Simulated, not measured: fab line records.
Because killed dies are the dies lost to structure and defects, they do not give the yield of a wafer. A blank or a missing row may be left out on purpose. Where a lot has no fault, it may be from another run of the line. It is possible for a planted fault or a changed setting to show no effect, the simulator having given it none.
Matching of chambers :: flow nand-harc :: cmp-03 running NHARC_P_BONDPAD_CMP_19: 4 sister chambers
The step polishes, t overpolish 30 s, cu recess touch 16 s, target thk 160.81 nm. 4 wafers are shown with their chamber, then 12 later ones without.

## WAFERS WITH THEIR CHAMBER
wafer: L091.3
chamber: 0
motor-current-A (A): 12.0

wafer: L092.2
chamber: 3
motor-current-A (A): 10.5

wafer: L092.3
chamber: 1
motor-current-A (A): 11.5

wafer: L092.4
chamber: 2
motor-current-A (A): 14.9

## WAFERS WITH NO CHAMBER GIVEN
wafer: L093.1
motor-current-A (A): 14.6

wafer: L093.3
motor-current-A (A): 12.2

wafer: L093.4
motor-current-A (A): 12.5

wafer: L095.1
motor-current-A (A): 11.3

wafer: L095.2
motor-current-A (A): 14.5

wafer: L095.5
motor-current-A (A): 11.5

wafer: L096.1
motor-current-A (A): 14.8

wafer: L096.2
motor-current-A (A): 11.4

wafer: L096.5
motor-current-A (A): 13.0

wafer: L097.2
motor-current-A (A): 11.8

wafer: L097.3
motor-current-A (A): 10.8

wafer: L097.4
motor-current-A (A): 14.4

## THE CHAMBER EACH PASSED THROUGH
wafer: L093.1
from the rows above: 2
in truth: 2

wafer: L093.3
from the rows above: can't be placed: 0 or 1
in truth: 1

wafer: L093.4
from the rows above: can't be placed: 0 or 1
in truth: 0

wafer: L095.1
from the rows above: can't be placed: 1 or 0 or 3
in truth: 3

wafer: L095.2
from the rows above: 2
in truth: 2

wafer: L095.5
from the rows above: can't be placed: 1 or 0
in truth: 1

wafer: L096.1
from the rows above: 2
in truth: 2

wafer: L096.2
from the rows above: can't be placed: 1 or 0 or 3
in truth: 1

wafer: L096.5
from the rows above: can't be placed: 0 or 1
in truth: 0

wafer: L097.2
from the rows above: can't be placed: 0 or 1
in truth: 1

wafer: L097.3
from the rows above: can't be placed: 3 or 1
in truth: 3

wafer: L097.4
from the rows above: 2
in truth: 2
Correctly placed: 4 of 12. From these rows, 8 cannot be placed; in 8 the true chamber is one of the candidates. Wrongly placed: 0.
How it was worked out, from the rows above alone: a wafer's distance from a chamber is the root of the sum, over the readings, of the square of ((its reading less the chamber's mean) divided by the reading's scatter). The wafer belongs to the nearest chamber; if the next one is less than 2 further off, it can't be placed. For every chamber, the mean is computed from those of its wafers that are shown. The scatter: root of mean squared gap, hidden wafer to nearest shown wafer, with one shown wafer a chamber.
